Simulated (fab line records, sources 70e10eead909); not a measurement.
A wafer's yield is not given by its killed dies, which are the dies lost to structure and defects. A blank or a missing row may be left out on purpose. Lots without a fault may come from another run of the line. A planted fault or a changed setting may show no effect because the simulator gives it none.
Chamber matching :: flow nand harc :: NHARC_P_GATE_DESCUM_93 on rie diel-02 has 4 sister chambers
The step chemistry O2, time 3 s. 4 wafers are shown with their chamber, then 12 later ones without.

WAFERS WITH THEIR CHAMBER
wafer: L088.5
chamber: 0
drypump motor current A (A): 5.7

wafer: L088.6
chamber: 2
drypump motor current A (A): 6.4

wafer: L089.2
chamber: 1
drypump motor current A (A): 6.0

wafer: L089.5
chamber: 3
drypump motor current A (A): 5.0

WAFERS WITHOUT THEIR CHAMBER
wafer: L090.2
drypump motor current A (A): 5.0

wafer: L090.5
drypump motor current A (A): 6.0

wafer: L090.6
drypump motor current A (A): 6.4

wafer: L092.1
drypump motor current A (A): 5.6

wafer: L092.4
drypump motor current A (A): 6.3

wafer: L092.6
drypump motor current A (A): 6.0

wafer: L093.4
drypump motor current A (A): 5.6

wafer: L093.5
drypump motor current A (A): 4.9

wafer: L093.6
drypump motor current A (A): 6.3

wafer: L094.1
drypump motor current A (A): 5.7

wafer: L094.3
drypump motor current A (A): 5.0

wafer: L094.6
drypump motor current A (A): 6.3

EACH ONE'S CHAMBER
wafer: L090.2
from the rows above: 3
in truth: 3

wafer: L090.5
from the rows above: 1
in truth: 1

wafer: L090.6
from the rows above: 2
in truth: 2

wafer: L092.1
from the rows above: 0
in truth: 0

wafer: L092.4
from the rows above: 2
in truth: 2

wafer: L092.6
from the rows above: 1
in truth: 1

wafer: L093.4
from the rows above: 0
in truth: 0

wafer: L093.5
from the rows above: 3
in truth: 3

wafer: L093.6
from the rows above: 2
in truth: 2

wafer: L094.1
from the rows above: 0
in truth: 0

wafer: L094.3
from the rows above: 3
in truth: 3

wafer: L094.6
from the rows above: 2
in truth: 2
12 of 12 placed correctly. Number that these rows cannot place: 0. Wrongly placed: 0.
How it was worked out, from the rows above alone: a wafer's distance from a chamber is the root of the sum, over the readings, of the square of ((its reading less the chamber's mean) divided by the reading's scatter). If the next closest chamber is less than 2 further off than the closest, the wafer can't be placed; otherwise it belongs to the closest. The mean given for a chamber averages the wafers shown for that chamber. The scatter: root of mean squared gap, hidden wafer to nearest shown wafer, with one shown wafer a chamber.
